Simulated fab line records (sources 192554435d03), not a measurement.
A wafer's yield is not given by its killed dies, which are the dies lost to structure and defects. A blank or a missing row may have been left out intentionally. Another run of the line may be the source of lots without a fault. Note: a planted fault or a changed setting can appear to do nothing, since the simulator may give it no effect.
Chamber matching / flow n5 finfet / N5_BEOL_M7_CURE_74 on uv cure-03 has 3 sister chambers
The step cures SiCOH lowk, time 240 s. 30 wafers are shown with their chamber, then 12 later ones without.

== WAFERS, EACH WITH ITS CHAMBER ==
wafer=L074.1; chamber=1; wafer_temp_C_max=385.9; lamp power pct (%)=52.28
wafer=L074.3; chamber=1; wafer_temp_C_max=385.7; lamp power pct (%)=52.25
wafer=L074.5; chamber=1; wafer_temp_C_max=385.3; lamp power pct (%)=52.23
wafer=L077.2; chamber=0; wafer_temp_C_max=386.4; lamp power pct (%)=52.36
wafer=L077.4; chamber=0; wafer_temp_C_max=387.4; lamp power pct (%)=52.25
wafer=L077.6; chamber=0; wafer_temp_C_max=386.7; lamp power pct (%)=52.34
wafer=L081.2; chamber=2; wafer_temp_C_max=387.0; lamp power pct (%)=52.31
wafer=L081.4; chamber=2; wafer_temp_C_max=387.6; lamp power pct (%)=52.33
wafer=L081.6; chamber=2; wafer_temp_C_max=387.6; lamp power pct (%)=52.33
wafer=L082.1; chamber=1; wafer_temp_C_max=385.9; lamp power pct (%)=52.34
wafer=L082.4; chamber=1; wafer_temp_C_max=385.5; lamp power pct (%)=52.33
wafer=L082.6; chamber=1; wafer_temp_C_max=385.6; lamp power pct (%)=52.34
wafer=L085.2; chamber=2; wafer_temp_C_max=387.7; lamp power pct (%)=52.16
wafer=L085.4; chamber=2; wafer_temp_C_max=386.8; lamp power pct (%)=52.30
wafer=L085.6; chamber=2; wafer_temp_C_max=387.9; lamp power pct (%)=52.31
wafer=L087.3; chamber=0; wafer_temp_C_max=386.6; lamp power pct (%)=52.33
wafer=L087.4; chamber=0; wafer_temp_C_max=387.0; lamp power pct (%)=52.36
wafer=L087.5; chamber=0; wafer_temp_C_max=387.2; lamp power pct (%)=52.35
wafer=L089.1; chamber=2; wafer_temp_C_max=387.0; lamp power pct (%)=52.30
wafer=L089.2; chamber=2; wafer_temp_C_max=386.5; lamp power pct (%)=52.33
wafer=L089.4; chamber=2; wafer_temp_C_max=387.5; lamp power pct (%)=52.34
wafer=L090.1; chamber=2; wafer_temp_C_max=387.3; lamp power pct (%)=52.23
wafer=L090.4; chamber=2; wafer_temp_C_max=387.1; lamp power pct (%)=52.24
wafer=L090.6; chamber=2; wafer_temp_C_max=387.0; lamp power pct (%)=52.28
wafer=L091.1; chamber=0; wafer_temp_C_max=386.3; lamp power pct (%)=52.41
wafer=L091.2; chamber=0; wafer_temp_C_max=386.5; lamp power pct (%)=52.32
wafer=L091.4; chamber=0; wafer_temp_C_max=386.9; lamp power pct (%)=52.28
wafer=L092.1; chamber=1; wafer_temp_C_max=385.9; lamp power pct (%)=52.35
wafer=L092.4; chamber=1; wafer_temp_C_max=385.8; lamp power pct (%)=52.25
wafer=L092.6; chamber=1; wafer_temp_C_max=385.8; lamp power pct (%)=52.31

SIGNATURES, as means of the wafers listed above
reading=wafer_temp_C_max; chamber 0=386.778; chamber 1=385.711; chamber 2=387.250; scatter within a chamber=0.354
reading=lamp power pct; chamber 0=52.3333; chamber 1=52.2978; chamber 2=52.2883; scatter within a chamber=0.0494
Rule: for each reading, subtract the chamber's mean from the wafer's reading, divide by that reading's scatter and square the result; add these up over the readings and take the root, which gives the wafer's distance from the chamber. If the next closest chamber is less than 2 further off than the closest, the wafer can't be placed; otherwise it belongs to the closest. The scatter: take each reading less its chamber's mean, square it, sum over the shown wafers, divide by the number of wafers less the number of chambers, and take the root.

== WAFERS WHOSE CHAMBER IS MISSING ==
wafer=L092.2; wafer_temp_C_max=385.7; lamp power pct (%)=52.26
wafer=L092.3; wafer_temp_C_max=386.0; lamp power pct (%)=52.30
wafer=L092.5; wafer_temp_C_max=386.0; lamp power pct (%)=52.30
wafer=L094.3; wafer_temp_C_max=387.3; lamp power pct (%)=52.28
wafer=L094.4; wafer_temp_C_max=387.5; lamp power pct (%)=52.40
wafer=L094.5; wafer_temp_C_max=387.0; lamp power pct (%)=52.29
wafer=L097.1; wafer_temp_C_max=386.9; lamp power pct (%)=52.30
wafer=L097.2; wafer_temp_C_max=387.3; lamp power pct (%)=52.29
wafer=L097.3; wafer_temp_C_max=386.6; lamp power pct (%)=52.24
wafer=L097.4; wafer_temp_C_max=387.2; lamp power pct (%)=52.25
wafer=L097.5; wafer_temp_C_max=386.6; lamp power pct (%)=52.30
wafer=L097.6; wafer_temp_C_max=387.4; lamp power pct (%)=52.28

== EACH ONE'S CHAMBER ==
wafer=L092.2; from the rows above=1; in truth=1
wafer=L092.3; from the rows above=can't be placed: 1 or 0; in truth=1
wafer=L092.5; from the rows above=can't be placed: 1 or 0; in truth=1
wafer=L094.3; from the rows above=can't be placed: 2 or 0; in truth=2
wafer=L094.4; from the rows above=can't be placed: 2 or 0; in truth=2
wafer=L094.5; from the rows above=can't be placed: 2 or 0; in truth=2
wafer=L097.1; from the rows above=can't be placed: 0 or 2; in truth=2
wafer=L097.2; from the rows above=can't be placed: 2 or 0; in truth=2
wafer=L097.3; from the rows above=can't be placed: 0 or 2 or 1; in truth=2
wafer=L097.4; from the rows above=can't be placed: 2 or 0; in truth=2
wafer=L097.5; from the rows above=can't be placed: 0 or 2 or 1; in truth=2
wafer=L097.6; from the rows above=can't be placed: 2 or 0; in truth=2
1 of 12 placed correctly. From these rows, 11 cannot be placed; in 11 the true chamber is one of the candidates. Wrongly placed: 0.
